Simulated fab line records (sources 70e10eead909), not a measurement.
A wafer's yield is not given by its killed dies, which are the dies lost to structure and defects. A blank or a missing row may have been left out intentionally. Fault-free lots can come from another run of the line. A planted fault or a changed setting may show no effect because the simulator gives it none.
Which tool was responsible?	flow nand_harc	Sampling: 12 lots, 36 wafers, 2 of 1159 route steps

== WHAT THE GAUGES SHOWED, per wafer ==
NHARC_A_BLC_CD_MEAS_19.
lot	measured	on	cd_nm (nm)
L074	day 17 13:40	cd_sem-03	103.7 100.8 99.9
L078	day 17 22:21	cd_sem-02	102.2 102.9 99.5
L077	day 18 06:29	cd_sem-01	104.8 100.1 106.1
L082	day 19 12:35	cd_sem-03	100.6 104.5 100.0
L083	day 19 18:38	cd_sem-01	103.3 102.0 101.0
L087	day 20 11:34	cd_sem-01	97.0 100.4 101.3
L086	day 20 14:38	cd_sem-03	101.5 96.0 99.2
L088	day 20 21:07	cd_sem-01	98.8 101.3 98.8
L091	day 21 18:32	cd_sem-01	101.5 102.5 104.8
L095	day 22 17:31	cd_sem-02	103.2 97.3 105.3
L093	day 23 07:10	cd_sem-01	101.5 104.2 99.7
L097	day 23 15:28	cd_sem-03	100.3 103.5 99.9

== WHICH TOOL RAN EACH LOT (tool, then ch and the chambers of the sampled wafers, then the start) ==
lot	NHARC_A_CONTACT_ETCH_98
L074	rie_diel-13 ch 0,1,2, day 17 13:40 or earlier
L078	rie_diel-13 ch 0,2,3, day 17 22:21 or earlier
L077	rie_diel-11 ch 1,2,3, day 18 06:29 or earlier
L082	rie_diel-07 ch 0,1, day 19 12:35 or earlier
L083	rie_diel-07 ch 0,1,3, day 19 13:20
L087	rie_diel-07 ch 0,1,3, day 20 03:08
L086	rie_diel-13 ch 0,1,3, day 20 14:38 or earlier
L088	rie_diel-13 ch 1,2,3, day 20 21:07 or earlier
L091	rie_diel-13 ch 0,3, day 21 18:32 or earlier
L095	rie_diel-07 ch 1,2,3, day 22 17:31 or earlier
L093	rie_diel-07 ch 1,2, day 23 07:10 or earlier
L097	rie_diel-11 ch 0,2,3, day 23 15:28 or earlier
- NHARC_A_CONTACT_ETCH_98: etches the open film in C4F6/O2, target depth 20 nm, time 10 s.

== THE ANSWER, worked out from the rows above alone ==
Rule: the usual values come from the lots themselves. Put in order of their means at a reading, lots are off if they are a third of the lots or fewer, leave a main group of 4 or more, and stand apart from it by a gap of 3 or more times the standard deviation of the main group's means; of several such gaps the widest counts. The tables above print the reading to a certain number of digits; a main group whose means all agree to those digits is not used. A lot without any number at a reading at which 4 lots or more have one is off too. Any other lot the step has rows for is counted as sound.
No lot is off on any of the readings shown, so nothing can be concluded from this.

== WHAT THE SIMULATOR HAD PUT IN ==
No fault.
